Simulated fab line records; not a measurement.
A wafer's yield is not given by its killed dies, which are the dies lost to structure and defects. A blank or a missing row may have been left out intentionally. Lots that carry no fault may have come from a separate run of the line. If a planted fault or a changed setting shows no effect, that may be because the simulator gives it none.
A lot that was struck, set against a sound lot	flow nandHarc	14 out of 1159 route steps
Sound: the wafers L324.3, L324.4, L324.5. Wafers struck: L318.4, L318.5, L318.6. The cause is named last.
Each step with rows lists, per side, the tool, then ch with its chambers, then its first start. Under that, the readings that differ: sound wafers	struck wafers	difference of the means	sigmas: that difference in standard deviations of wafers without a fault.
alike: readings with means less than 2 such deviations apart, plus words and numbers identical on both sides. not compared: withheld readings, readings lacking a value on some wafer, bounds such as >300 that could conceal the same value, and numbers that have no deviation in the record and whose values overlap.
A row with sigmas, a row that says differs or no value, or rows on one side alone: a step with any of these is where the two part. Numbers that don't overlap but have no deviation are shown without sigmas and don't part them. A reading that every wafer of one side lacks parts them only if that side has two wafers or more.

first, 5 steps without rows for these wafers: NHARC_A_ZERO_WELL_SOFTBAKE_05 (time 70 s); NHARC_A_ZERO_WELL_EBR_06; NHARC_A_ZERO_WELL_EXPOSE_07 (exposes mask A ZERO); NHARC_A_ZERO_WELL_PEB_08 (peb time 80 s); NHARC_A_ZERO_WELL_DEVELOP_09 (time 50 s).
NHARC_A_ZERO_WELL_CD_MEAS_10: the cd target is 2000 nm.
  sound on cdSem-02 ch 0, day 10 15:43; struck on cdSem-02 ch 0, day 8 23:18
  alike: cdNm
then, 1 step without rows for these wafers: NHARC_A_ZERO_WELL_HARDBAKE_11 (time 65 s).
NHARC_A_ZERO_WELL_DESCUM_12: chemistry O2, time 3 s.
  sound on rieDiel-04 ch 0,2, day 10 15:52; struck on rieDiel-12 ch 0,1,3, day 8 23:28
  alike: drypumpMotorCurrentA, oesProductAu, rfVppV, showerheadPlenumPTorr, throttleValvePct
  not compared: rfHoursCounterH
NHARC_A_ZERO_WELL_ETCH_19: etches the open film in N2/H2, target depth 80 nm, overetch 24 nm, time 87.88 s.
  sound on rieDiel-04 ch 1,2,3, day 10 15:57; struck on rieDiel-12 ch 1,2,3, day 8 23:32
  alike: drypumpMotorCurrentA, oesProductAu, rfVppV, showerheadPlenumPTorr, throttleValvePct
  not compared: rfHoursCounterH
NHARC_A_ZERO_WELL_ETCH_13: etches the open film in HBr/Cl2, target depth 120 nm, time 40.1 s.
  sound on rieSi-04 ch 1,2,3, day 10 16:06; struck on rieSi-04 ch 0,1,2, day 8 23:42
  alike: drypumpMotorCurrentA, oesProductAu, throttleValvePct
  not compared: rfHoursCounterH
then, 1 step without rows for these wafers: NHARC_A_ZERO_WELL_STRIP_14 (strips in SPM, time 900 s).
NHARC_A_ZERO_WELL_IMPLANT_15:
  sound on implanter-01 ch 0, day 10 16:41; struck on implanter-02 ch 0, day 9 00:43
  alike: endStationPressureTorr
then, 1 step without rows for these wafers: NHARC_A_ZERO_WELL_PRECLEAN_22 (cleans in SC1, time 60 s).
NHARC_END_SORT_01:
  the record has rows for the sound wafers here (prober-01 ch 0, day 23 09:06) and none for the struck ones

WHERE THEY PART
Within this record, at NHARC_END_SORT_01 only.

WHY: what the simulator had put in
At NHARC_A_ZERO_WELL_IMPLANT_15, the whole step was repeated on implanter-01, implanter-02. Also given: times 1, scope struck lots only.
